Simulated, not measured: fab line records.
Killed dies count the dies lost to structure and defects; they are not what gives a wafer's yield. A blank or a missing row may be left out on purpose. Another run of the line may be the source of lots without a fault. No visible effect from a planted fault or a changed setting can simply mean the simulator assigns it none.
A lot that was struck, set against a sound lot | flow nand-harc | 25 out of 1302 route steps
Sound: the wafers L619.1, L619.2, L619.6. Wafers struck: L626.1, L626.2, L626.6. Last of all comes the cause.
At each step with rows: each side's tool, then ch and its chambers, then its first start. Under that, the readings that differ: sound wafers | struck wafers | difference of the means | sigmas: that difference in standard deviations of wafers without a fault.
alike: readings whose means differ by less than 2 such deviations, and words and numbers that are the same on both sides. not compared: withheld readings, readings that some wafer has no value for, bounds like >300 that may hide the same value, and numbers for which the record gives no deviation and whose values overlap.
Wherever a step has rows on one side only, a row that says differs or no value, or a row with sigmas, the two part there. Non-overlapping numbers with no deviation appear without sigmas and do not part them. Lack of a reading on every wafer of one side parts them only where that side has two or more wafers.

first, 1 step without rows for these wafers: NHARC_P_M0_SRD_25.
NHARC_P_M0_INSPECT_27:
  sound: defect-inspect-01 at day 7 13:05; struck: defect-inspect-01 at day 10 16:34
  alike: raw-defect-count
NHARC_P_M0_PRE_CLEAN_31: time 12 s.
  sound on pecvd-04 ch 0,2, day 7 13:10; struck on pecvd-03 ch 1,2, day 10 16:37
  alike: heater-power-w
NHARC_P_M0_DEP_32: deposits SiCN, target thk 30 nm.
  sound on pecvd-04 ch 0,2, day 7 13:14; struck on pecvd-03 ch 1,2, day 10 16:42
  alike: chamber-pressure-Torr, heater-power-w
then, 7 steps without rows for these wafers: NHARC_P_M1_DEP_00 (deposits SiOC, target thk 182.5 nm); NHARC_P_M1_DEHYDRATE_01 (time 120 s); NHARC_P_M1_HMDS_02 (time 30 s); NHARC_P_M1_COAT_34 (time 65 s); NHARC_P_M1_COAT_03 (resist thk 90 nm); NHARC_P_M1_SOFTBAKE_04 (time 55 s); NHARC_P_M1_EBR_05.
NHARC_P_M1_EXPOSE_06: exposes mask P M1, target cd 130 nm.
  sound on arfi-scanner-03 ch 0, day 7 14:21; struck on arfi-scanner-03 ch 0, day 10 17:49
  reading              | sound          | struck            | difference | sigmas
  exposure-dose-mJ-cm2 | 81.7 81.7 81.8 | 106.7 106.6 106.6 | +24.9      | +31
  alike: mask
then, 2 steps without rows for these wafers: NHARC_P_M1_PEB_07 (peb time 65 s); NHARC_P_M1_DEVELOP_08 (develop time 35 s).
NHARC_P_M1_CD_MEAS_09: target cd 130 nm.
  sound on cd-sem-03 ch 0, day 7 14:29; struck on cd-sem-03 ch 0, day 10 17:57
  reading    | sound             | struck            | difference | sigmas
  cd-nm (nm) | 129.2 130.0 129.5 | 146.0 146.4 145.8 | +16.5      | +31
NHARC_P_M1_OVL_MEAS_10: pitch 260 nm.
  sound: overlay-01 at day 7 14:35; struck: overlay-01 at day 10 18:02
  reading           | sound          | struck      | difference | sigmas
  overlay-y-nm (nm) | -0.1 -0.1 -0.1 | 1.8 1.7 1.7 | +1.8       | +2
  alike: overlay-x-nm
NHARC_P_M1_INSPECT_11:
  sound: defect-inspect-01 at day 7 14:37; struck: defect-inspect-02 at day 10 18:04
  alike: raw-defect-count
NHARC_P_M1_DESCUM_14: chemistry O2, time 3 s.
  sound on rie-diel-10 ch 1,2,3, day 7 14:41; struck on rie-diel-08 ch 0,2,3, day 10 18:08
  reading               | sound             | struck            | difference | sigmas
  oes-product-au (a.u.) | 0.990 0.986 0.990 | 1.007 1.005 1.000 | +0.015     | +2
  model.P_M1.cd-nm (nm) | 129.2 130.2 130   | 146 146.2 145.6   | +16        |
  alike: drypump-motor-current-A, rf-vpp-V, showerhead-plenum-p-Torr, throttle-valve-pct
  not compared: rf-hours-counter-h
NHARC_P_M1_ETCH_35: etches the open film in N2/H2, target depth 40 nm, overetch 12 nm, time 43.94 s.
  sound on rie-diel-10 ch 1,3, day 7 14:46; struck on rie-diel-08 ch 0,1,2, day 10 18:14
  alike: drypump-motor-current-A, n2-flow-sccm, oes-product-au, rf-vpp-V, showerhead-plenum-p-Torr, throttle-valve-pct
  not compared: rf-hours-counter-h
NHARC_P_M1_ETCH_15: etches the open film in C4F8/Ar, target depth 182.5 nm, time 91.2 s.
  sound: rie-diel-10 ch 0,1,3; struck: rie-diel-08 ch 0,1,2
  alike: oes-product-au, rf-vpp-V
  not compared: rf-hours-counter-h
NHARC_P_M1_CD_MEAS_16:
  sound: cd-sem-02 at day 7 14:59; struck: cd-sem-02 at day 10 18:29
  reading    | sound             | struck            | difference | sigmas
  cd-nm (nm) | 129.4 129.7 130.2 | 146.4 146.7 145.9 | +16.6      | +29
NHARC_P_M1_STRIP_18: strips in N2/H2.
  sound on rie-diel-08 ch 1,3, day 7 15:03; struck on rie-diel-08 ch 0,1,2, day 10 18:34
  alike: drypump-motor-current-A, n2-flow-sccm, oes-product-au, rf-vpp-V, showerhead-plenum-p-Torr, throttle-valve-pct
  not compared: rf-hours-counter-h
NHARC_P_M1_ETCH_28: etches the open film in CF4/N2, target depth 30 nm, time 72.99 s.
  sound: rie-diel-08 ch 1,2,3; struck: rie-diel-08 ch 0,3
  reading               | sound             | struck            | difference | sigmas
  model.P_M1.cd-nm (nm) | 129.2 129.3 129.5 | 145.9 147.2 145.4 | +16.8      |
  alike: drypump-motor-current-A, n2-flow-sccm, oes-product-au, rf-vpp-V, showerhead-plenum-p-Torr, throttle-valve-pct
  not compared: rf-hours-counter-h
then, 2 steps without rows for these wafers: NHARC_P_M1_STRIP_19 (strips in post etch residue remover, time 600 s); NHARC_END_SORT_01.

## WHERE THEY PART
At NHARC_P_M1_EXPOSE_06 first; at NHARC_P_M1_CD_MEAS_16 last (within this record only). Later steps at which nothing parts them and some readings are alike: NHARC_P_M1_STRIP_18, NHARC_P_M1_ETCH_28.

WHY: what had been put in by the simulator
Process parameters drifting: arfi-scanner-03 at NHARC_P_M1_EXPOSE_06, beginning at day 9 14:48. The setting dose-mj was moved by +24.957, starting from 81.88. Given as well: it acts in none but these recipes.
